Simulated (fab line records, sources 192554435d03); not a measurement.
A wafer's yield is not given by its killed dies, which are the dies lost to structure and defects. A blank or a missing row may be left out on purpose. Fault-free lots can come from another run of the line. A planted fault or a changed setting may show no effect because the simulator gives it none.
fab line records	flow n5Finfet
record: lots: 4	wafers: 12	lastDay: 18
route steps=1938 shown PMOS_HMC_CHANNEL_EPI@57 BEOL_M4@1111 PASSIVATION@1936
lots that met no fault: from a run of the same line without faults
startH: the number of hours between the record's first day and the start of the first shown wafer of the lot	waitH: hours elapsed since this lot's preceding step	" the same as in the row above	L1.1+2: a row that stands for several wafers	- either no value or no given start	* or withheld: withheld	< > ~ a bound
route shown NAME@n: NAME is a module with steps in the file, n the number in the route of the first one	usual: mean/standard deviation of fault-free wafers	same: alike in all rows	chamber/n: place in a boat	sites: readings site by site	_std_site: their standard deviation	_edge_site: mean of outer sites minus mean of inner sites	radiusMm: for every site, how far away it sits from the centre of the wafer	mask NAME#n: copy n	behind: the last tool/chamber to shape the wafer	hold: why the lot was held/for how many hours/how that ended	device: the transistor (n, p or np) that didn't switch	end of line: the route-end tests of the same wafers	a step given without rows: its recipe and nothing more	killed: dies that structure and defects cost at the first sort, which is not the same as the wafer's yield	map: a wafer's dies, marking killed ones x, the rest . and places with no die _
set.NAME: setting as actually run; set.NAME@STEP: the setting as run at that earlier step	model.NAME: the simulator's own value behind a step, which no gauge read
certain route steps with their lots: each step a table, each wafer a row
services: a tool's chamber out of use, with start hour (startH, from the record's first day; less than 0 if before it), hours out, and reason
== steps ==
step: N5_PMOS_HMC_CHANNEL_EPI_HM_DEP_34
recipe: material: SiO2	targetThkA: 360	tempC: 400	precursor: TEOS/O2	pressureTorr: 6.5	rfW: 900	teosFlowSccm: 161.4	gas: O2	flowSccm: 2650	timeS: 6.9
step: N5_PMOS_HMC_CHANNEL_EPI_COAT_31
recipe: resist: BARC	tempC: 205	timeS: 60	spinRpm: 1500	resistThkNm: 66
step: N5_PMOS_HMC_CHANNEL_EPI_COAT_03
recipe: resist: CAR-ArF-block	spinRpm: 1500	resistThkNm: 205
step: N5_PMOS_HMC_CHANNEL_EPI_EBR_05
recipe: solvent: PGMEA	ebrWidthMm: 1.5
step: N5_PMOS_HMC_CHANNEL_EPI_SOFTBAKE_04
recipe: tempC: 110	timeS: 60	resist: CAR-ArF-block
step: N5_PMOS_HMC_CHANNEL_EPI_EXPOSE_06
recipe: maskId: PMOS_HMC_BLK	na: 1.35	sourceShape: conventional	sigmaOuter: 0.8	polarization: unpolarized	targetCdNm: 240	doseMj: 41
step: N5_PMOS_HMC_CHANNEL_EPI_PEB_07
recipe: pebTempC: 110	pebTimeS: 60	resist: CAR-ArF-block
step: N5_PMOS_HMC_CHANNEL_EPI_DEVELOP_08
recipe: developTimeS: 30	developer: TMAH	resist: CAR-ArF-block	devTempC: 23	rinseLiquid: diw	dry: airSpin
step: N5_PMOS_HMC_CHANNEL_EPI_DESCUM_14
recipe: chemistry: O2	timeS: 7.9	sourcePowerW: 50	biasPowerW: 20	pressureMtorr: 20	rfFrequencyHz: 2.712e+07	tempC: 40	resist: CAR-ArF-block	o2FlowSccm: 225
step: N5_PMOS_HMC_CHANNEL_EPI_ETCH_32
recipe: chemistry: N2/H2	target: BARC	stopOn: SiO2	targetDepthA: 858	overEtchFrac: 0.3	timeS: 50.3	ionEnergyEv: 200	maskMaterial: CAR-ArF-block	pressureMtorr: 30	sourceW: 840	biasW: 150	n2FlowSccm: 200	h2FlowSccm: 200
usual: biasW: 149.9/0.44	chamberPressureMTorr: 29.995/0.027	drypumpMotorCurrentA: 5.66/0.29	oesProductAu: 0.62/0.043	rfVppV: 523.7/2.4	showerheadPlenumPTorr: 2.55/0.084	throttleValvePct: 17.96/0.22
lot.wafer	tool	chamber	startH	waitH	biasW	chamberPressureMTorr	drypumpMotorCurrentA	oesProductAu	rfHoursCounterH	rfVppV	showerheadPlenumPTorr	throttleValvePct	model.CAR-ArF-block_of_PMOS_HMC_CHANNEL_EPI_COAT_03.thkNm	model.PMOS_HMC_CHANNEL_EPI.cdNm
L102.2	rieDiel-05	0	42.25	0.0	149.4	30.040	5.33	0.65	129	524.0	2.54	17.64	133.1	240.1
L102.3	"	2	"	"	149.2	30.011	5.85	0.66	117	524.5	2.55	17.52	131.1	239.8
L102.6	"	0	"	"	150.2	29.968	5.36	0.65	-	523.3	2.54	17.64	133.2	239.1
L111.1	rieDiel-02	1	95.52	0.0	-	-	-	-	-	-	-	-	198.3	235.8
L111.2	"	0	"	"	-	-	-	-	-	-	-	-	198.1	235.5
L111.6	"	0	"	"	-	-	-	-	-	-	-	-	198.5	234.3
L112.4	rieDiel-05	1	101.80	0.0	-	-	-	-	-	-	-	-	198.3	236.8
L112.5	"	0	"	"	-	-	-	-	-	-	-	-	198.3	235.4
L112.6	"	1	"	"	-	-	-	-	-	-	-	-	198.2	238.5
L121.1	rieDiel-04	0	155.95	0.0	149.7	29.999	5.71	0.63	178	523.8	2.52	18.10	136.2	238.7
L121.4	"	1	"	"	149.7	29.962	5.94	0.63	163	526.4	2.66	17.90	133.3	239.3
L121.5	"	1	"	"	150.0	30.014	5.95	0.62	-	526.3	2.66	17.91	133.9	239.1
step: N5_PMOS_HMC_CHANNEL_EPI_HM_OPEN_15
recipe: chemistry: CHF3/O2	target: SiO2	maskMaterial: CAR-ArF-block	targetDepthA: 406	CHF3_flow_sccm: 50	O2_flow_sccm: 5	Ar_flow_sccm: 200	timeS: 20.3	pressureMtorr: 30	sourceW: 650	biasW: 170	ionEnergyEv: 200
usual: drypumpMotorCurrentA: 5.66/0.29	mfcArSccm: 200.0/0.66	oesProductAu: 0.72/0.053	rfVppV: 527/4.6	showerheadPlenumPTorr: 2.41/0.08	throttleValvePct: 18.96/0.2
lot.wafer	tool	chamber	startH	waitH	drypumpMotorCurrentA	mfcArSccm	oesProductAu	rfHoursCounterH	rfVppV	showerheadPlenumPTorr	throttleValvePct	model.CAR-ArF-block_of_PMOS_HMC_CHANNEL_EPI_COAT_03.thkNm
L102.2	rieDiel-05	0	42.29	0.0	5.31	200.4	0.76	129	532	2.42	18.81	93.53
L102.3	"	2	"	"	5.87	200.2	0.77	117	515	2.42	18.65	90.93
L102.6	"	0	"	"	5.32	201.0	0.77	-	532	2.42	18.79	93.52
L111.1	rieDiel-02	1	95.56	0.0	5.80	199.1	0.26	208	525	2.49	18.77	158.3
L111.2	"	0	"	"	5.30	199.4	0.28	162	529	2.29	18.75	158.7
L111.6	"	0	"	"	5.32	200.5	0.27	-	528	2.29	18.72	159.1
L112.4	rieDiel-05	1	101.84	0.0	5.08	198.5	0.35	14	524	2.46	18.51	157.3
L112.5	"	0	"	"	5.34	199.8	0.28	-	533	2.41	18.70	159.1
L112.6	"	1	"	"	5.13	200.2	0.34	-	524	2.46	18.51	157.1
L121.1	rieDiel-04	0	155.99	0.0	5.70	199.7	0.72	178	532	2.40	19.30	97.16
L121.4	"	1	"	"	5.92	200.4	0.72	163	530	2.50	18.82	93.63
L121.5	"	1	"	"	5.91	198.8	0.73	-	531	2.50	18.82	93.98
step: N5_PMOS_HMC_CHANNEL_EPI_STRIP_33
recipe: chemistry: N2/H2	powerW: 500	tempC: 40	pressureMtorr: 50	rfFrequencyHz: 6e+07	overashFraction: 0.3	biasPowerW: 8	h2Frac: 0.5	n2FlowSccm: 300	h2FlowSccm: 300
step: N5_PMOS_HMC_CHANNEL_EPI_STRIP_17
recipe: chemistry: SPM	timeS: 750	tempC: 130	h2so4H2o2VolRatio: 4	dry: ipaMarangoni
step: N5_PMOS_HMC_CHANNEL_EPI_ETCH_38
recipe: chemistry: CF4	target: SiO2	targetDepthA: 15	ionEnergyEv: 350	pressureMtorr: 10	icpW: 800	biasW: 400	cf4FlowSccm: 80
step: N5_PMOS_HMC_CHANNEL_EPI_FIN_RECESS_16
recipe: chemistry: HBr/Cl2	target: Si	maskMaterial: SiO2	targetDepthA: 540	timeS: 18	pressureMtorr: 10	icpW: 800	biasW: 75	HBr_flow_sccm: 150	Cl2_flow_sccm: 80
usual: drypumpMotorCurrentA: 5.7/0.47	mfcCl2Sccm: 80.03/0.21	oesProductAu: 1.004/0.018	throttleValvePct: 35.41/0.3
lot.wafer	tool	chamber	startH	waitH	drypumpMotorCurrentA	mfcCl2Sccm	oesProductAu	rfHoursCounterH	throttleValvePct	model.PMOS_HMC_CHANNEL_EPI.cdNm
L102.2	rieSi-02	2	42.68	0.0	6.4	80.03	1.010	10	35.56	240
L102.3	"	3	"	"	6.4	79.89	1.010	158	35.61	239.7
L102.6	"	1	"	"	5.3	80.10	1.018	-	35.28	239.2
L111.1	rieSi-02	3	95.94	0.0	6.4	80.02	1.006	159	35.61	235.8
L111.2	"	1	"	"	5.4	79.91	1.014	51	35.27	235.6
L111.6	"	0	"	"	5.2	79.88	1.014	-	35.29	234.2
L112.4	rieSi-02	0	102.22	0.0	5.3	80.31	1.021	34	35.29	236.9
L112.5	"	1	"	"	5.3	79.88	1.029	-	35.26	235.6
L112.6	"	0	"	"	5.3	80.32	1.016	-	35.26	238.4
L121.1	rieSi-06	3	156.37	0.0	5.5	79.87	0.985	78	35.41	238.6
L121.4	"	1	"	"	5.7	80.10	0.965	5	35.94	239.1
L121.5	"	1	"	"	5.7	79.87	0.980	-	35.97	239
step: N5_PMOS_HMC_CHANNEL_EPI_PRECLEAN_36
recipe: chemistry: O3/DIW	timeS: 45	tempC: 22	o3Ppm: 10
step: N5_BEOL_M4_RC_MEAS_101
usual: DIBL_N: 35.6/1.7	DIBL_P: 35.0/2	IOFF_N: 0.148/0.027	IOFF_P: 0.19/0.032	ION_N: 671/14	ION_P: 460/9.1	SS_N: 71.3/0.62	SS_P: 73.0/0.64	VT_N: 251/3.2	VT_P: -251.5/2.9
lot.wafer	tool	chamber	startH	waitH	DIBL_N[mV/V]	DIBL_P[mV/V]	IOFF_N[nA/um]	IOFF_P[nA/um]	ION_N[uA/um]	ION_P[uA/um]	SS_N[mV/dec]	SS_P[mV/dec]	VT_N[mV]	VT_P[mV]
L102.2	prober-01	0	245.07	0.2	33.0	33.4	0.124	0.16	669	451	70.9	71.9	250	-253.5
L102.3	"	0	"	"	29.8	30.2	0.090	0.13	653	445	69.7	72.0	257	-257.7
L102.6	"	0	"	"	33.6	35.3	0.132	0.18	665	453	71.1	72.7	251	-250.8
L121.1	prober-02	0	321.78	0.0	35.3	35.0	0.142	0.18	665	450	71.4	72.7	251	-255.6
L121.4	"	0	"	"	35.8	35.6	0.147	0.18	665	455	71.5	73.2	254	-252.2
L121.5	"	0	"	"	36.5	36.9	0.167	0.21	685	468	71.1	73.7	250	-250.5
step: N5_PASSIVATION_PROBE_49
usual: killed_at_M0_to_M3: 35/11	killed_at_M4_up: 14/5.4	killedAtContacts: 13/6	killedAtFrontEnd: 38/11	killedAtOther: 3.4/2.6	killedDies: 104/19	killedOnRim: 13/3.9	killedOpen: 68/13	killedShort: 34/8.5
same: grossDies: 1180	killedAtBackSide: 0
lot.wafer	tool	chamber	startH	waitH	killed_at_M0_to_M3	killed_at_M4_up	killedAtContacts	killedAtFrontEnd	killedAtOther	killedDies	killedOnRim	killedOpen	killedShort
L112.4	prober-01	-	393.20	0.2	21	9	16	1132	2	1180	152	53	26
L112.5	prober-01	-	393.25	0.2	30	15	14	1121	0	1180	152	61	24
L112.6	prober-01	-	393.30	0.3	30	12	12	1123	3	1180	152	69	21
L111.1	prober-01	-	395.56	0.0	37	4	15	1120	4	1180	152	74	26
L111.2	prober-01	-	395.61	0.1	25	6	5	1139	5	1180	152	44	45
L111.6	prober-01	-	395.81	0.3	40	9	13	1109	9	1180	152	74	34
killed by level:class
L112.4 PMOS_HMC_CHANNEL_EPI:areaEtch=1099 MOL_CONTACT_COAG:geometricParticle:open=11 FIN_SAQP:geometricParticle:open=8 BEOL_M4:geometricParticle:open=6 MOL_CONTACT_COAG:geometricParticle:short=5 BEOL_M0_SAQP:geometricParticle:short=5 BEOL_M3:geometricParticle:open=5 STI_FIN_REVEAL:geometricParticle:open=4
L112.5 PMOS_HMC_CHANNEL_EPI:areaEtch=1091 MOL_CONTACT_COAG:geometricParticle:open=13 BEOL_M0_SAQP:geometricParticle:short=9 BEOL_M4:geometricParticle:open=8 BEOL_M0_SAQP:geometricParticle:open=7 BEOL_M1:geometricParticle:open=6 DUMMY_GATE:geometricParticle:open=5 BEOL_M3:geometricParticle:open=5
L112.6 PMOS_HMC_CHANNEL_EPI:areaEtch=1090 MOL_CONTACT_COAG:geometricParticle:open=11 FIN_SAQP:geometricParticle:open=10 BEOL_M0_SAQP:geometricParticle:open=9 BEOL_M1:geometricParticle:open=7 STI_FIN_REVEAL:geometricParticle:open=6 BEOL_M4:geometricParticle:open=6 BEOL_M3:geometricParticle:open=4
L111.1 PMOS_HMC_CHANNEL_EPI:areaEtch=1080 FIN_SAQP:geometricParticle:open=16 MOL_CONTACT_COAG:geometricParticle:open=13 BEOL_M0_SAQP:geometricParticle:open=10 BEOL_M2:geometricParticle:open=7 BEOL_M0_SAQP:geometricParticle:short=6 DUMMY_GATE:geometricParticle:open=5 FIN_SAQP:geometricParticle:short=4
L111.2 PMOS_HMC_CHANNEL_EPI:areaEtch=1090 FIN_SAQP:geometricParticle:open=11 BEOL_M0_SAQP:geometricParticle:open=11 BEOL_M0_SAQP:geometricParticle:short=9 FIN_SAQP:geometricParticle:short=8 ILD0:geometricParticle:short=6 GATE_CUT:geometricParticle:short=4 STARTING-WAFER:geometricParticle:open=4
L111.6 PMOS_HMC_CHANNEL_EPI:areaEtch=1070 FIN_SAQP:geometricParticle:open=19 MOL_CONTACT_COAG:geometricParticle:open=10 BEOL_M1:geometricParticle:open=9 BEOL_M3:geometricParticle:open=9 BEOL_M2:geometricParticle:short=6 BEOL_M2:geometricParticle:open=6 GATE_CUT:geometricParticle:short=4
map L111.1 (x killed, . not)
_________________xxxxxxxxxxxx________________
______________xxxxxxxxxxxxxxxxxx_____________
___________xxxxxxxxxxxxxxxxxxxxxxxx__________
__________xxxxxxxxxxxxxxxxxxxxxxxxxx_________
________xxxxxxxxxxxxxxxxxxxxxxxxxxxxxx_______
_______xxxxxxxxxxxxxxxxxxxxxxxxxxxxxxxx______
______xxxxxxxxxxxxxxxxxxxxxxxxxxxxxxxxxx_____
_____xxxxxxxxxxxxxxxxxxxxxxxxxxxxxxxxxxxx____
____xxxxxxxxxxxxxxxxxxxxxxxxxxxxxxxxxxxxxx___
___xxxxxxxxxxxxxxxxxxxxxxxxxxxxxxxxxxxxxxxx__
___xxxxxxxxxxxxxxxxxxxxxxxxxxxxxxxxxxxxxxxx__
__xxxxxxxxxxxxxxxxxxxxxxxxxxxxxxxxxxxxxxxxxx_
__xxxxxxxxxxxxxxxxxxxxxxxxxxxxxxxxxxxxxxxxxx_
_xxxxxxxxxxxxxxxxxxxxxxxxxxxxxxxxxxxxxxxxxxxx
_xxxxxxxxxxxxxxxxxxxxxxxxxxxxxxxxxxxxxxxxxxxx
_xxxxxxxxxxxxxxxxxxxxxxxxxxxxxxxxxxxxxxxxxxxx
_xxxxxxxxxxxxxxxxxxxxxxxxxxxxxxxxxxxxxxxxxxxx
_xxxxxxxxxxxxxxxxxxxxxxxxxxxxxxxxxxxxxxxxxxxx
_xxxxxxxxxxxxxxxxxxxxxxxxxxxxxxxxxxxxxxxxxxxx
_xxxxxxxxxxxxxxxxxxxxxxxxxxxxxxxxxxxxxxxxxxxx
_xxxxxxxxxxxxxxxxxxxxxxxxxxxxxxxxxxxxxxxxxxxx
__xxxxxxxxxxxxxxxxxxxxxxxxxxxxxxxxxxxxxxxxxx_
__xxxxxxxxxxxxxxxxxxxxxxxxxxxxxxxxxxxxxxxxxx_
___xxxxxxxxxxxxxxxxxxxxxxxxxxxxxxxxxxxxxxxx__
___xxxxxxxxxxxxxxxxxxxxxxxxxxxxxxxxxxxxxxxx__
____xxxxxxxxxxxxxxxxxxxxxxxxxxxxxxxxxxxxxx___
_____xxxxxxxxxxxxxxxxxxxxxxxxxxxxxxxxxxxx____
______xxxxxxxxxxxxxxxxxxxxxxxxxxxxxxxxxx_____
_______xxxxxxxxxxxxxxxxxxxxxxxxxxxxxxxx______
________xxxxxxxxxxxxxxxxxxxxxxxxxxxxxx_______
__________xxxxxxxxxxxxxxxxxxxxxxxxxx_________
___________xxxxxxxxxxxxxxxxxxxxxxxx__________
______________xxxxxxxxxxxxxxxxxx_____________
_________________xxxxxxxxxxxx________________
map L112.4 (x killed, . not)
_________________xxxxxxxxxxxx________________
______________xxxxxxxxxxxxxxxxxx_____________
___________xxxxxxxxxxxxxxxxxxxxxxxx__________
__________xxxxxxxxxxxxxxxxxxxxxxxxxx_________
________xxxxxxxxxxxxxxxxxxxxxxxxxxxxxx_______
_______xxxxxxxxxxxxxxxxxxxxxxxxxxxxxxxx______
______xxxxxxxxxxxxxxxxxxxxxxxxxxxxxxxxxx_____
_____xxxxxxxxxxxxxxxxxxxxxxxxxxxxxxxxxxxx____
____xxxxxxxxxxxxxxxxxxxxxxxxxxxxxxxxxxxxxx___
___xxxxxxxxxxxxxxxxxxxxxxxxxxxxxxxxxxxxxxxx__
___xxxxxxxxxxxxxxxxxxxxxxxxxxxxxxxxxxxxxxxx__
__xxxxxxxxxxxxxxxxxxxxxxxxxxxxxxxxxxxxxxxxxx_
__xxxxxxxxxxxxxxxxxxxxxxxxxxxxxxxxxxxxxxxxxx_
_xxxxxxxxxxxxxxxxxxxxxxxxxxxxxxxxxxxxxxxxxxxx
_xxxxxxxxxxxxxxxxxxxxxxxxxxxxxxxxxxxxxxxxxxxx
_xxxxxxxxxxxxxxxxxxxxxxxxxxxxxxxxxxxxxxxxxxxx
_xxxxxxxxxxxxxxxxxxxxxxxxxxxxxxxxxxxxxxxxxxxx
_xxxxxxxxxxxxxxxxxxxxxxxxxxxxxxxxxxxxxxxxxxxx
_xxxxxxxxxxxxxxxxxxxxxxxxxxxxxxxxxxxxxxxxxxxx
_xxxxxxxxxxxxxxxxxxxxxxxxxxxxxxxxxxxxxxxxxxxx
_xxxxxxxxxxxxxxxxxxxxxxxxxxxxxxxxxxxxxxxxxxxx
__xxxxxxxxxxxxxxxxxxxxxxxxxxxxxxxxxxxxxxxxxx_
__xxxxxxxxxxxxxxxxxxxxxxxxxxxxxxxxxxxxxxxxxx_
___xxxxxxxxxxxxxxxxxxxxxxxxxxxxxxxxxxxxxxxx__
___xxxxxxxxxxxxxxxxxxxxxxxxxxxxxxxxxxxxxxxx__
____xxxxxxxxxxxxxxxxxxxxxxxxxxxxxxxxxxxxxx___
_____xxxxxxxxxxxxxxxxxxxxxxxxxxxxxxxxxxxx____
______xxxxxxxxxxxxxxxxxxxxxxxxxxxxxxxxxx_____
_______xxxxxxxxxxxxxxxxxxxxxxxxxxxxxxxx______
________xxxxxxxxxxxxxxxxxxxxxxxxxxxxxx_______
__________xxxxxxxxxxxxxxxxxxxxxxxxxx_________
___________xxxxxxxxxxxxxxxxxxxxxxxx__________
______________xxxxxxxxxxxxxxxxxx_____________
_________________xxxxxxxxxxxx________________
== services ==
tool	chamber	startH	hours	kind
rieSi-02	3	27.22	3.3	repair
rieDiel-05	1	36.36	-	clean
rieDiel-05	1	36.36	-	consumableReplace:focusRing
rieDiel-05	1	36.36	11.8	scheduledDown
rieDiel-05	1	36.36	11.8	ventCycle
rieSi-02	0	45.54	1.7	repair
rieDiel-05	2	115.35	6.4	repair
rieSi-06	-	116.06	28.1	pm
rieDiel-04	3	129.24	4.7	repair
rieDiel-05	3	129.79	4.6	repair
rieDiel-05	3	150.30	-	clean
rieDiel-05	3	150.30	-	consumableReplace:focusRing
rieDiel-05	3	150.30	-	consumableReplace:showerhead
rieDiel-05	3	150.30	14.0	scheduledDown
rieDiel-05	3	150.30	14.0	ventCycle
== key ==
firstSign: step: N5_PMOS_HMC_CHANNEL_EPI_ETCH_32	reading: toolRecord	direction: missing
effect: step: N5_PMOS_HMC_CHANNEL_EPI_HM_OPEN_15	reading: oesProductAu	direction: down	sigmas: 8	usual: 0.72	struck: 0.30
effect: step: N5_PASSIVATION_PROBE_49	reading: killedAtFrontEnd	direction: up	sigmas: 99+	usual: 38	struck: 1124
modelEffect: step: N5_PMOS_HMC_CHANNEL_EPI_ETCH_32	value: CAR-ArF-block_of_PMOS_HMC_CHANNEL_EPI_COAT_03.thkNm	without: 133.9	struck: 198.3
modelEffect: step: N5_PMOS_HMC_CHANNEL_EPI_HM_OPEN_15	value: CAR-ArF-block_of_PMOS_HMC_CHANNEL_EPI_COAT_03.thkNm	without: 93.83	struck: 158.2
modelEffect: step: N5_PMOS_HMC_CHANNEL_EPI_FIN_RECESS_16	value: PMOS_HMC_CHANNEL_EPI.cdNm	without: 238.9	struck: 236.1
moreKillsBornAt: N5_PMOS_HMC_CHANNEL_EPI_ETCH_32@rieDiel-05: 3280	N5_PMOS_HMC_CHANNEL_EPI_ETCH_32@rieDiel-02: 3240
metAt N5_PMOS_HMC_CHANNEL_EPI_ETCH_32
struckWafers L111.1,L111.2,L111.6,L112.4,L112.5,L112.6
laterRowsLeftOut L111.1,L111.2,L111.6,L112.4,L112.5,L112.6
testerLeftOut L111,L112
onsetBetween 42.25 95.52
fault: kind: skippedStepWhole	tool: rieDiel-02,rieDiel-05	chamber: -	onsetH: 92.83	steps: N5_PMOS_HMC_CHANNEL_EPI_ETCH_32	scope: struckLotsOnly
testerLeftOut: of these lots the tester's yield and bins aren't shown, on N5 and GAA mostly nor the transistor test; their killed dies are dies lost to structure and defects alone, not to doping, threshold or leakage, so they don't give the yield
laterRowsLeftOut: the simulator's readings of these wafers behind a module that went badly wrong aren't trusted and aren't shown, but for the sort
